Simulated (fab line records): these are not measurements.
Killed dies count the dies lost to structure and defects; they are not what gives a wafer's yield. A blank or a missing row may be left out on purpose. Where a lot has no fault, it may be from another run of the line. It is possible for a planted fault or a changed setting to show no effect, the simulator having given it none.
Split-lot experiment + flow n5_finfet + route with 1938 steps; 7 lots, 39 wafers read

SPLIT DETAILS
At N5_HKMG_FIN_ETCH_54 (etches SiARC in CF4, target depth 45.5 nm, time 75.8 s), the setting bias_w was moved away from the recipe's 36 W on 15 of the 39 wafers read, by -16.3% to +15.7%. For the rest of the wafers, this setting stayed at what the recipe calls for.

The reading comes from the split's own step.

THE READING
rf_vpp_V, in V, at N5_HKMG_FIN_ETCH_54 (etches SiARC in CF4, target depth 45.5 nm, time 75.8 s). A value of 184.2 V with a standard deviation of 1.2 V is what fault-free wafers of this fab line usually give.

| wafer  | tool, chamber at the split | bias_w as run, W | against the recipe | rf_vpp_V, V | against lot-mates on the recipe |
|--------|----------------------------|------------------|--------------------|-------------|---------------------------------|
| L076.1 | rie_diel-06, 2             | 36               | recipe             | 182.9       | -                               |
| L076.2 | rie_diel-06, 0             | 32.14            | -10.7%             | 171.5       | -12.3                           |
| L076.3 | rie_diel-06, 1             | 32.14            | -10.7%             | 170.0       | -13.8                           |
| L076.4 | rie_diel-06, 3             | 32.14            | -10.7%             | 171.6       | -12.2                           |
| L076.5 | rie_diel-06, 2             | 36               | recipe             | 182.4       | -                               |
| L076.6 | rie_diel-06, 3             | 36               | recipe             | 186.0       | -                               |
| L081.1 | rie_diel-05, 2             | 36               | recipe             | 182.3       | -                               |
| L081.2 | rie_diel-05, 3             | 38.6             | +7.2%              | 192.2       | +9.4                            |
| L081.3 | rie_diel-05, 1             | 36               | recipe             | 183.9       | -                               |
| L081.4 | rie_diel-05, 1             | 38.6             | +7.2%              | 193.4       | +10.6                           |
| L081.5 | rie_diel-05, 3             | 38.6             | +7.2%              | 192.6       | +9.8                            |
| L081.6 | rie_diel-05, 2             | 36               | recipe             | 182.1       | -                               |
| L082.1 | rie_diel-06, 0             | 36               | recipe             | 185.0       | -                               |
| L082.2 | rie_diel-06, 2             | 31.63            | -12.1%             | 168.3       | -16.3                           |
| L082.3 | rie_diel-06, 3             | 36               | recipe             | 184.7       | -                               |
| L082.4 | rie_diel-06, 1             | 36               | recipe             | 184.0       | -                               |
| L082.5 | rie_diel-06, 0             | 31.63            | -12.1%             | 169.3       | -15.3                           |
| L082.6 | rie_diel-06, 1             | 31.63            | -12.1%             | 167.8       | -16.8                           |
| L090.3 | rie_diel-02, 3             | 36               | recipe             | 185.0       | -                               |
| L090.4 | rie_diel-02, 1             | 36               | recipe             | 185.6       | -                               |
| L090.6 | rie_diel-02, 3             | 36               | recipe             | 182.6       | -                               |
| L091.1 | rie_diel-02, 1             | 36               | recipe             | 186.3       | -                               |
| L091.2 | rie_diel-02, 3             | 41.65            | +15.7%             | 201.3       | +15.8                           |
| L091.3 | rie_diel-02, 2             | 36               | recipe             | 185.4       | -                               |
| L091.4 | rie_diel-02, 0             | 36               | recipe             | 184.7       | -                               |
| L091.5 | rie_diel-02, 3             | 41.65            | +15.7%             | 202.7       | +17.2                           |
| L091.6 | rie_diel-02, 2             | 41.65            | +15.7%             | 202.3       | +16.8                           |
| L096.1 | rie_diel-02, 0             | 36               | recipe             | 184.1       | -                               |
| L096.2 | rie_diel-02, 2             | 36               | recipe             | 186.0       | -                               |
| L096.3 | rie_diel-02, 1             | 36               | recipe             | 186.2       | -                               |
| L096.4 | rie_diel-02, 3             | 36               | recipe             | 182.8       | -                               |
| L096.5 | rie_diel-02, 3             | 36               | recipe             | 183.1       | -                               |
| L096.6 | rie_diel-02, 2             | 36               | recipe             | 184.8       | -                               |
| L097.1 | rie_diel-05, 1             | 36               | recipe             | 185.6       | -                               |
| L097.2 | rie_diel-05, 0             | 30.12            | -16.3%             | 164.2       | -20.8                           |
| L097.3 | rie_diel-05, 2             | 30.12            | -16.3%             | 166.0       | -19.0                           |
| L097.4 | rie_diel-05, 3             | 36               | recipe             | 184.6       | -                               |
| L097.5 | rie_diel-05, 0             | 30.12            | -16.3%             | 163.3       | -21.7                           |
| L097.6 | rie_diel-05, 1             | 36               | recipe             | 184.7       | -                               |

FIT RESULTS
A straight line over all 39 wafers: rf_vpp_V changes by +1.2 V for each +1% of bias_w; r = +0.99; the points scatter about the line by 1.2 V.
The same after taking each lot's own level away (the mean of its wafers on the recipe; 39 wafers): +1.2 V for each +1%; r = +0.99; scatter 1.3 V.
The reading moves by 20 V for the largest change in bias_w, on that fit.
Across the lots, their own levels run from 182.77 to 185.47 V, a range of 2.3 times the standard deviation given above.
The two slopes are in agreement: the lot-to-lot level therefore moves the slope only a little.
Check: for one of the wafers moved furthest among these (-16.3%), held out of the fit, the line's prediction against its lot-mates is -19.8 V. It came out at -20.8 V against them.
Tool readings at the split's step, against how far the setting was moved: rf_vpp_V r = +0.99.

FURTHER SPLITS ON THESE WAFERS
Note: prior to the reading, these wafers also went through further splits. Each is held against what the fit with the lots' levels taken away leaves over:
| other split on the same wafers     | wafers away from the commonest value | r with rf_vpp_V (lot level and that fit taken away) |
|------------------------------------|--------------------------------------|-----------------------------------------------------|
| N5_FIN_SAQP_HM_DEP_72 target_thk_a | 12                                   | -0.02                                               |
| N5_FIN_SAQP_MANDREL_ETCH_22 icp_w  | 12                                   | -0.01                                               |
| N5_DUMMY_GATE_HM_DEP_06 time_s     | 30                                   | -0.02                                               |

THE FILE'S OWN FIT
rf_vpp_V changes by +1.21 V for each +1% of bias_w, r = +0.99.
